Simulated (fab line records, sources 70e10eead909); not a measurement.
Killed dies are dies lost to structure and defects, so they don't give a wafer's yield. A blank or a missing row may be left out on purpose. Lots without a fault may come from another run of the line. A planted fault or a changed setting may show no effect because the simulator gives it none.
fab line records | flow nand_harc | part 1 of 2: steps 1 to 20 of 34
record lots=5 wafers=15 last_day=22
route steps=1159 shown P_GATE@142
lots that met no fault: from a run of the same line without faults
start_h: hours from the record's first day to the start of the lot's first wafer shown | wait_h: hours since the lot's step before | " the same as in the row above | L1.1+2: a row that stands for several wafers | - no value, or no start given | * or withheld: withheld | < > ~ a bound
route shown NAME@n: a module of which the file shows steps, and the number in the route of the first | usual: mean/standard deviation of fault-free wafers | same: alike in all rows | chamber/n: place in a boat | sites: the reading at each site | _std_site: their standard deviation | _edge_site: outer sites' mean less inner sites' | radius_mm: how far each site lies from the wafer's centre | mask NAME#n: copy n | behind: the tool/chamber that last shaped the wafer | hold: why the lot was held/for how many hours/how that ended | device: the transistor (n, p or np) that didn't switch | end of line: the same wafers' tests at the end of the route | a step without rows: its recipe alone | killed: dies lost to structure and defects at the first sort, not the wafer's yield | map: a wafer's dies, x killed, . not, _ none there
set.NAME: the setting as run; set.NAME@STEP: as run at that earlier step | model.NAME: the simulator's own value behind a step, which no gauge read
lots at some steps of the route; a table a step, a row a wafer
services: from which hour (start_h, from the record's first day; less than 0 if before it) a tool's chamber was out of use, for how many hours, and why
## steps
# step NHARC_P_GATE_OVL_MEAS_27
# usual overlay_x_nm=0.1/0.88 overlay_y_nm=-0.1/0.89
# columns lot.wafer tool chamber start_h wait_h overlay_x_nm overlay_y_nm
L075.1 overlay-02 - 97.10 - -0.2 1.1
L075.2 " - " " -0.2 0.8
L075.3 " - " " -0.7 1.0
L077.3 overlay-02 - 109.36 - -0.5 -0.8
L077.4 " - " " -0.6 -0.8
L077.5 " - " " -0.3 -1.1
L079.1 overlay-02 - 112.76 - 0.4 0.2
L079.3 " - " " 0.7 -0.8
L079.4 " - " " 0.4 0.4
L081.1 overlay-02 - 144.24 - -2.0 0.0
L081.3 " - " " -1.5 -0.2
L081.5 " - " " -1.4 -0.1
L086.3 overlay-02 - 170.17 - -0.3 -1.9
L086.4 " - " " 0.1 -1.8
L086.5 " - " " -0.9 -1.8
# step NHARC_P_GATE_INSPECT_28
# usual raw_defect_count=5.9/2.8
# columns lot.wafer tool chamber start_h wait_h raw_defect_count
L075.1 defect_inspect-01 - 97.13 0.0 8
L075.2 " - " " 7
L075.3 " - " " 5
L077.3 defect_inspect-02 - 109.39 0.0 4
L077.4 " - " " 5
L077.5 " - " " 5
L079.1 defect_inspect-01 - 112.79 0.0 3
L079.3 " - " " 1
L079.4 " - " " 4
L081.1 defect_inspect-01 - 144.27 0.0 4
L081.3 " - " " 3
L081.5 " - " " 5
L086.3 defect_inspect-01 - 170.20 0.0 4
L086.4 " - " " 8
L086.5 " - " " 5
# step NHARC_P_GATE_DESCUM_31
# recipe time_s=3 o2_flow_sccm=200 ar_flow_sccm=0 bias_power_w=0 chemistry=O2
# usual drypump_motor_current_A=5.8/0.4 oes_product_au=1.001/0.0069 rf_vpp_V=57.7/0.87 showerhead_plenum_p_Torr=1.91/0.1 throttle_valve_pct=11.310/0.0094
# columns lot.wafer tool chamber start_h wait_h drypump_motor_current_A oes_product_au rf_hours_counter_h rf_vpp_V showerhead_plenum_p_Torr throttle_valve_pct
L075.3 rie_diel-01 2 97.20 0.1 5.5 0.986 23 59.1 1.81 11.308
L075.1 " 3 " " 5.6 0.995 22 58.4 2.01 11.317
L075.2 " 0 " " 5.3 1.000 25 56.9 1.97 11.300
L077.4 rie_diel-01 1 109.51 0.1 5.7 1.006 27 57.7 2.00 11.295
L077.3 " 3 " " 5.6 1.000 25 58.4 2.01 11.325
L077.5 " 1 " " 5.7 1.005 - 57.8 2.00 11.316
L079.3 rie_diel-03 3 112.85 0.1 6.4 1.005 24 58.0 2.04 11.334
L079.4 " 0 " " 5.2 1.006 24 57.7 1.79 11.336
L079.1 " 1 " " 6.4 1.000 24 59.6 1.82 11.301
L081.1 rie_diel-04 2 144.35 0.1 5.6 0.993 8 57.7 1.79 11.292
L081.3 " 3 " " 6.1 0.983 9 57.7 2.03 11.306
L081.5 " 2 " " 5.6 0.993 - 56.5 1.79 11.311
L086.3 rie_diel-01 1 170.26 0.1 5.8 0.997 3 58.0 1.99 11.310
L086.4 " 3 " " 5.6 0.996 3 58.9 2.01 11.303
L086.5 " 1 " " 5.8 0.995 - 57.6 1.99 11.300
# step NHARC_P_GATE_ETCH_104
# recipe target_depth_a=600 time_s=withheld cf4_flow_sccm=100 chf3_flow_sccm=30 ar_flow_sccm=0 rf_w=500 bias_w=200 chemistry=CF4/CHF3
# usual drypump_motor_current_A=5.8/0.39 oes_product_au=0.949/0.02 rf_vpp_V=370.7/2.7 showerhead_plenum_p_Torr=1.57/0.077 throttle_valve_pct=16.802/0.0082
# columns lot.wafer tool chamber start_h wait_h drypump_motor_current_A oes_product_au rf_vpp_V showerhead_plenum_p_Torr throttle_valve_pct
L075.2 rie_diel-01 0 97.28 0.1 5.3 0.980 373.5 1.62 16.796
L075.3 " 2 " " 5.5 0.951 368.3 1.50 16.798
L075.1 " 3 " " 5.6 0.966 373.8 1.65 16.803
L077.4 rie_diel-01 3 109.60 0.1 5.6 0.927 372.5 1.65 16.804
L077.3 " 0 " " 5.3 0.928 373.8 1.62 16.808
L077.5 " 1 " " 5.7 0.926 373.8 1.64 16.811
L079.1 rie_diel-03 2 112.94 0.1 6.8 0.957 371.4 1.58 16.811
L079.4 " 0 " " 5.3 0.958 368.1 1.48 16.799
L079.3 " 1 " " 6.4 0.951 368.0 1.50 16.809
L081.1 rie_diel-04 3 144.55 0.2 6.1 0.969 374.4 1.66 16.804
L081.3 " 0 " " 6.0 0.975 371.5 1.62 16.802
L081.5 " 0 " " 5.9 0.980 372.4 1.62 16.810
L086.4 rie_diel-01 2 170.35 0.1 5.5 0.948 368.0 1.49 16.795
L086.3 " 0 " " 5.3 0.973 373.5 1.62 16.816
L086.5 " 1 " " 5.7 0.963 371.6 1.64 16.802
# step NHARC_P_GATE_HM_OPEN_105
# recipe target_depth_a=3600 o2_flow_sccm=400 cos_flow_sccm=20 ar_flow_sccm=0 rf_w=500 bias_w=300 chemistry=O2/COS
# usual cos_flow_sccm=20.00/0.062 drypump_motor_current_A=5.8/0.41 oes_product_au=1.001/0.0072 rf_vpp_V=467/3.3 showerhead_plenum_p_Torr=3.13/0.15 throttle_valve_pct=28.330/0.0094
# columns lot.wafer tool chamber start_h wait_h cos_flow_sccm drypump_motor_current_A oes_product_au rf_hours_counter_h rf_vpp_V showerhead_plenum_p_Torr throttle_valve_pct
L075.2 rie_diel-01 3 - - 19.92 5.6 1.000 22 470 3.28 28.330
L075.1 " 1 " " 20.08 5.8 0.993 24 469 3.25 28.334
L075.3 " 2 " " 20.02 5.5 0.990 23 464 2.97 28.331
L077.3 rie_diel-01 0 - - 19.96 5.3 1.002 27 467 3.21 28.328
L077.4 " 2 " " 19.96 5.6 0.990 27 464 2.97 28.321
L077.5 " 3 " " 20.13 5.6 0.991 - 471 3.27 28.327
L079.3 rie_diel-03 2 - - 20.00 6.8 1.005 24 467 3.13 28.337
L079.4 " 0 " " 20.01 5.2 0.998 24 463 2.93 28.315
L079.1 " 1 " " 20.01 6.4 0.989 24 462 2.97 28.332
L081.3 rie_diel-04 2 - - 20.03 5.7 1.009 8 463 2.94 28.325
L081.1 " 3 " " 19.93 6.0 1.015 9 471 3.30 28.348
L081.5 " 1 " " 19.93 6.1 1.000 - 462 2.92 28.325
L086.3 rie_diel-01 3 - - 20.06 5.6 1.004 3 471 3.27 28.334
L086.4 " 2 " " 20.05 5.6 0.988 3 465 2.96 28.320
L086.5 " 3 " " 19.96 5.6 1.006 - 469 3.27 28.345
# step NHARC_P_GATE_STRIP_106
# recipe o2_flow_sccm=400 cos_flow_sccm=20 ar_flow_sccm=0 bias_w=0 chemistry=O2/COS
# columns lot.wafer tool chamber start_h wait_h
L075.3+1+2 rie_diel-01 1,2,0 - -
L077.4+3+5 rie_diel-01 1,2,0 - -
L079.4+3+1 rie_diel-03 3,0,1 - -
L081.3+1+5 rie_diel-04 1,3,1 - -
L086.4+3+5 rie_diel-01 2,1,2 - -
# step NHARC_P_GATE_ETCH_114
# recipe target_depth_a=300 overetch_a=30 time_s=16.5 ion_energy_ev=100 cf4_flow_sccm=80 o2_flow_sccm=20 ar_flow_sccm=0 rf_w=300 bias_w=100 chemistry=CF4/O2
# usual drypump_motor_current_A=5.8/0.4 oes_product_au=1.000/0.0072 rf_vpp_V=197.7/1.5 showerhead_plenum_p_Torr=1.33/0.068 throttle_valve_pct=13.396/0.0091
# columns lot.wafer tool chamber start_h wait_h drypump_motor_current_A oes_product_au rf_hours_counter_h rf_vpp_V showerhead_plenum_p_Torr throttle_valve_pct
L075.1 rie_diel-01 2 - - 5.6 0.996 23 195.4 1.27 13.398
L075.3 " 3 " " 5.6 1.000 22 200.1 1.40 13.389
L075.2 " 0 " " 5.3 0.999 25 197.1 1.38 13.390
L077.4 rie_diel-01 0 - - 5.3 1.000 27 198.0 1.38 13.390
L077.3 " 1 " " 5.7 0.997 27 197.7 1.39 13.410
L077.5 " 0 " " 5.3 0.994 - 197.6 1.37 13.382
L079.3 rie_diel-03 0 - - 5.2 0.997 24 197.2 1.25 13.402
L079.4 " 1 " " 6.4 1.002 24 197.5 1.27 13.380
L079.1 " 2 " " 6.7 1.012 24 199.7 1.34 13.401
L081.3 rie_diel-04 0 - - 6.0 1.016 9 199.1 1.38 13.391
L081.1 " 1 " " 6.2 1.000 8 198.1 1.24 13.385
L081.5 " 3 " " 6.0 1.000 - 198.5 1.41 13.400
L086.3 rie_diel-01 0 - - 5.3 1.005 4 198.8 1.37 13.399
L086.4 " 1 " " 5.7 1.001 3 198.5 1.39 13.413
L086.5 " 2 " " 5.5 0.989 - 195.8 1.26 13.404
# step NHARC_P_GATE_ETCH_32
# recipe target_depth_a=1500 over_etch_frac=1 over_etch_ion_energy_ev=40 time_s=100.1 hbr_flow_sccm=150 cl2_flow_sccm=50 rf_w=400 icp_w=400 bias_w=100 chemistry=HBr/Cl2
# usual drypump_motor_current_A=5.65/0.28 hbr_flow_sccm=150.0/0.42 oes_product_au=1.000/0.0097 throttle_valve_pct=26.406/0.0086
# same over_etch_frac=1
# columns lot.wafer tool chamber start_h wait_h drypump_motor_current_A hbr_flow_sccm oes_product_au rf_hours_counter_h throttle_valve_pct
L075.2 rie_si-04 1 97.66 - 5.95 150.4 1.009 1.4 26.403
L075.1 " 2 " " 5.70 149.9 1.000 1.5 26.409
L075.3 " 3 " " 5.02 149.8 1.002 1.5 26.413
L077.4 rie_si-05 1 109.97 - 5.75 150.3 1.003 0.4 26.405
L077.3 " 0 " " 5.73 150.1 1.002 0.5 26.415
L077.5 " 2 " " 5.39 149.5 1.011 - 26.414
L079.3 rie_si-01 2 113.42 - 5.98 150.2 1.004 1.4 26.421
L079.4 " 3 " " 5.62 149.7 1.002 1.3 26.413
L079.1 " 0 " " 5.99 149.8 0.990 1.1 26.407
L081.1 rie_si-04 3 144.93 - 5.02 150.3 0.993 0.2 26.392
L081.3 " 1 " " 5.96 149.4 1.011 0.4 26.403
L081.5 " 0 " " 5.52 150.8 0.988 - 26.406
L086.4 rie_si-04 0 171.42 - 5.57 150.1 0.992 0.6 26.415
L086.3 " 2 " " 5.69 149.4 1.005 0.6 26.391
L086.5 " 0 " " 5.56 150.0 1.007 - 26.405
# step NHARC_P_GATE_STRIP_108
# recipe o2_flow_sccm=500 ar_flow_sccm=0 bias_w=0 chemistry=O2
# usual drypump_motor_current_A=5.9/0.46 oes_product_au=1.001/0.0077 rf_vpp_V=57.8/0.9 showerhead_plenum_p_Torr=3.52/0.17 throttle_valve_pct=17.036/0.0091
# columns lot.wafer tool chamber start_h wait_h drypump_motor_current_A oes_product_au rf_hours_counter_h rf_vpp_V showerhead_plenum_p_Torr throttle_valve_pct
L075.2 rie_diel-01 3 97.82 - 5.6 0.996 22 57.9 3.70 17.049
L075.3 " 1 " " 5.7 0.996 24 58.8 3.67 17.035
L075.1 " 2 " " 5.6 0.992 23 58.0 3.35 17.030
L077.3 rie_diel-01 3 110.13 - 5.6 0.996 25 57.6 3.70 17.036
L077.4 " 1 " " 5.7 1.010 27 58.8 3.67 17.022
L077.5 " 3 " " 5.6 0.998 - 58.1 3.70 17.052
L079.3 rie_diel-03 2 113.58 - 6.7 0.997 24 58.8 3.54 17.044
L079.1 " 0 " " 5.3 0.998 24 56.4 3.32 17.051
L079.4 " 1 " " 6.4 0.992 24 57.7 3.36 17.023
L081.3 rie_diel-03 0 145.71 - 5.3 1.009 37 57.8 3.31 17.042
L081.1 " 2 " " 6.7 1.020 35 57.0 3.53 17.030
L081.5 " 0 " " 5.3 1.005 - 57.1 3.31 17.025
L086.4 rie_diel-04 1 171.58 - 6.1 0.998 17 56.5 3.29 17.019
L086.3 " 0 " " 6.0 1.007 18 58.3 3.63 17.030
L086.5 " 2 " " 5.6 1.004 - 57.4 3.32 17.044
# step NHARC_P_GATE_CD_MEAS_33
# usual cd_nm=120.3/1.7
# columns lot.wafer tool chamber start_h wait_h cd_nm
L075.1 cd_sem-02 - 98.00 - 120.2
L075.2 " - " " 119.9
L075.3 " - " " 123.3
L077.3 cd_sem-01 - 110.31 - 119.9
L077.4 " - " " 118.6
L077.5 " - " " 119.0
L079.1 cd_sem-01 - 113.76 - 120.1
L079.3 " - " " 120.7
L079.4 " - " " 117.3
L081.1 cd_sem-01 - 145.87 - 118.6
L081.3 " - " " 124.4
L081.5 " - " " 120.7
L086.3 cd_sem-02 - 171.76 - 122.2
L086.4 " - " " 119.5
L086.5 " - " " 123.3
# step NHARC_P_GATE_STRIP_35
# recipe time_s=600 temp_c=130 chemistry=SPM
# usual bath_heat_duty_pct=15.4/2.1
# columns lot.wafer tool chamber start_h wait_h bath_heat_duty_pct
L075.2 wet_bench-02 2 98.09 0.1 17.4
L075.3 " 4 " " 16.1
L075.1 " 5 " " 15.0
L077.3 wet_bench-06 4 110.40 0.1 16.7
L077.4 " 5 " " 14.1
L077.5 " 6 " " 16.9
L079.1 wet_bench-06 7 113.84 0.1 17.1
L079.4 " 1 " " 15.9
L079.3 " 4 " " 17.6
L081.1 wet_bench-04 2 145.96 0.1 14.8
L081.5 " 5 " " 14.3
L081.3 " 6 " " 18.8
L086.4 wet_bench-02 3 171.86 0.1 12.8
L086.3 " 4 " " 16.8
L086.5 " 6 " " 15.7
# step NHARC_P_GATE_PRECLEAN_73
# recipe time_s=* temp_c=50 bath_age_min=0 chemistry=SC1
# usual bath_heat_duty_pct=7.5/1.1
# columns lot.wafer tool chamber start_h wait_h bath_heat_duty_pct
L075.2 wet_bench-02 2 - - 8.1
L075.3 " 4 " " 8.8
L075.1 " 5 " " 6.8
L077.3 wet_bench-06 4 - - 8.8
L077.4 " 5 " " 6.9
L077.5 " 6 " " 7.7
L079.1 wet_bench-06 7 - - 7.3
L079.4 " 1 " " 7.6
L079.3 " 4 " " 8.1
L081.1 wet_bench-04 2 - - 6.9
L081.5 " 5 " " 6.5
L081.3 " 6 " " 10.3
L086.4 wet_bench-02 3 - - 6.1
L086.3 " 4 " " 8.5
L086.5 " 6 " " 8.1
# step NHARC_P_GATE_SRD_74
# columns lot.wafer tool chamber start_h wait_h
L075.2+3+1 wet_bench-02 2,4,5 - -
L077.3+4+5 wet_bench-06 4,5,6 - -
L079.1+4+3 wet_bench-06 7,1,4 - -
L081.1+5+3 wet_bench-04 2,5,6 - -
L086.4+3+5 wet_bench-02 3,4,6 - -
# step NHARC_P_GATE_ALD_36
# recipe target_thk_a=200 pulse_time_s=60 ald_cycles=223 temp_c=400 material=SiNx
# usual heater_power_w=854/91 precursor_pulse_height_rel=0.997/0.021
# columns lot.wafer tool chamber start_h wait_h heater_power_w precursor_pulse_height_rel
L075.1 ald_sin-01 0 98.45 - 853 1.007
L075.3 " 1 99.51 - 800 1.012
L075.2 " 3 101.63 - 827 0.985
L077.4 ald_sin-02 2 110.76 - 766 1.007
L077.3 " 3 111.84 - 1058 1.026
L077.5 " 2 115.08 - 797 1.012
L079.1 ald_sin-01 3 114.21 - 797 0.992
L079.3 " 1 116.34 - 818 0.998
L079.4 " 2 117.41 - 932 0.970
L081.1 ald_sin-04 0 146.33 - 745 0.982
L081.3 " 3 149.15 - 829 0.955
L081.5 " 2 151.97 - 878 0.996
L086.3 ald_sin-01 1 172.22 - 818 0.974
L086.4 " 2 173.27 - 970 0.986
L086.5 " 1 176.43 - 836 0.977
# step NHARC_P_GATE_ETCHBACK_37
# recipe target_depth_a=345 time_s=17.2 chf3_flow_sccm=50 o2_flow_sccm=10 ar_flow_sccm=200 rf_w=500 bias_w=200 chemistry=CHF3/O2
# usual drypump_motor_current_A=5.8/0.44 oes_product_au=0.95/0.036 rf_vpp_V=370.7/2.6 showerhead_plenum_p_Torr=2.41/0.11 throttle_valve_pct=20.572/0.01
# columns lot.wafer tool chamber start_h wait_h drypump_motor_current_A oes_product_au rf_hours_counter_h rf_vpp_V showerhead_plenum_p_Torr throttle_valve_pct
L075.2 rie_diel-01 2 - - 5.5 0.91 26 367.1 2.28 20.593
L075.3 " 3 " " 5.6 0.92 24 373.5 2.52 20.565
L075.1 " 0 " " 5.3 0.93 26 372.7 2.47 20.559
L077.3 rie_diel-01 3 - - 5.6 0.93 27 373.4 2.52 20.565
L077.4 " 0 " " 5.3 0.94 29 371.8 2.47 20.574
L077.5 " 3 " " 5.6 0.92 - 372.2 2.52 20.552
L079.3 rie_diel-01 2 - - 5.5 0.99 29 369.4 2.28 20.572
L079.4 " 0 " " 5.3 1.00 29 371.7 2.47 20.570
L079.1 " 1 " " 5.7 1.00 30 372.8 2.50 20.591
L081.1 rie_diel-01 2 - - 5.6 1.00 1 367.0 2.28 20.572
L081.3 " 3 " " 5.6 1.00 1 373.4 2.52 20.578
L081.5 " 1 " " 5.7 0.99 - 371.8 2.50 20.564
L086.4 rie_diel-01 1 - - 5.8 0.92 6 372.8 2.50 20.558
L086.3 " 3 " " 5.6 0.93 5 371.6 2.52 20.568
L086.5 " 0 " " 5.3 0.92 - 372.7 2.47 20.570
# step NHARC_P_GATE_STRIP_101
# recipe time_s=20 o2_flow_sccm=500 ar_flow_sccm=0 bias_w=0 chemistry=O2
# usual drypump_motor_current_A=5.8/0.43 oes_product_au=1.001/0.0073 rf_vpp_V=57.8/0.96 showerhead_plenum_p_Torr=3.54/0.16 throttle_valve_pct=17.038/0.0092
# columns lot.wafer tool chamber start_h wait_h drypump_motor_current_A oes_product_au rf_hours_counter_h rf_vpp_V showerhead_plenum_p_Torr throttle_valve_pct
L075.3 rie_diel-01 0 108.28 0.1 5.3 1.000 26 57.4 3.63 17.044
L075.1 " 1 " " 5.7 0.999 26 56.2 3.67 17.016
L075.2 " 2 " " 5.6 0.992 26 57.3 3.35 17.039
L077.3 rie_diel-01 2 120.55 0.1 5.6 0.998 29 56.7 3.35 17.049
L077.4 " 3 " " 5.6 0.994 27 57.8 3.70 17.029
L077.5 " 3 " " 5.6 0.982 - 58.8 3.70 17.042
L079.1 rie_diel-01 0 123.87 0.1 5.3 1.008 30 58.0 3.63 17.054
L079.3 " 2 " " 5.6 0.991 29 56.7 3.35 17.015
L079.4 " 3 " " 5.6 1.005 28 58.1 3.70 17.044
L081.1 rie_diel-01 0 158.06 0.1 5.3 1.013 2 58.3 3.63 17.041
L081.3 " 2 " " 5.5 0.998 1 57.8 3.35 17.049
L081.5 " 1 " " 5.8 0.996 - 58.3 3.67 17.031
L086.4 rie_diel-01 2 181.81 0.1 5.6 0.999 5 59.6 3.35 17.029
L086.3 " 0 " " 5.3 0.998 6 57.2 3.62 17.038
L086.5 " 2 " " 5.5 0.999 - 57.2 3.35 17.038
# step NHARC_P_GATE_PRECLEAN_97
# recipe time_s=600 temp_c=120 chemistry=SPM
# usual bath_heat_duty_pct=13.7/2.1
# columns lot.wafer tool chamber start_h wait_h bath_heat_duty_pct
L075.1 wet_bench-04 3 108.38 - 14.0
L075.3 " 4 " " 12.8
L075.2 " 6 " " 17.7
L077.4 wet_bench-02 2 120.65 - 14.3
L077.3 " 4 " " 14.2
L077.5 " 6 " " 13.1
L079.3 wet_bench-04 6 123.98 - 16.8
L079.4 " 0 " " 14.0
L079.1 " 2 " " 13.1
L081.5 wet_bench-02 4 158.18 - 14.5
L081.1 " 5 " " 13.3
L081.3 " 6 " " 14.9
L086.3 wet_bench-06 1 181.91 - 14.0
L086.4 " 3 " " 12.0
L086.5 " 4 " " 16.7
# step NHARC_P_GATE_SRD_98
# columns lot.wafer tool chamber start_h wait_h
L075.1+3+2 wet_bench-04 3,4,6 - -
L077.4+3+5 wet_bench-02 2,4,6 - -
L079.3+4+1 wet_bench-04 6,0,2 - -
L081.5+1+3 wet_bench-02 4,5,6 - -
L086.3+4+5 wet_bench-06 1,3,4 - -
# step NHARC_P_GATE_PRECLEAN_99
# recipe time_s=* temp_c=50 bath_age_min=0 chemistry=SC1
# usual bath_heat_duty_pct=7.4/1.1
# columns lot.wafer tool chamber start_h wait_h bath_heat_duty_pct
L075.1 wet_bench-04 3 - - 7.2
L075.3 " 4 " " 7.9
L075.2 " 6 " " 9.7
L077.4 wet_bench-02 2 - - 7.5
L077.3 " 4 " " 8.3
L077.5 " 6 " " 7.1
L079.3 wet_bench-04 6 - - 9.6
L079.4 " 0 " " 7.9
L079.1 " 2 " " 7.4
L081.5 wet_bench-02 4 - - 7.5
L081.1 " 5 " " 6.9
L081.3 " 6 " " 8.2
L086.3 wet_bench-06 1 - - 7.7
L086.4 " 3 " " 6.5
L086.5 " 4 " " 8.6
# step NHARC_P_GATE_SRD_100
# columns lot.wafer tool chamber start_h wait_h
L075.1+3+2 wet_bench-04 3,4,6 - -
L077.4+3+5 wet_bench-02 2,4,6 - -
L079.3+4+1 wet_bench-04 6,0,2 - -
L081.5+1+3 wet_bench-02 4,5,6 - -
L086.3+4+5 wet_bench-06 1,3,4 - -
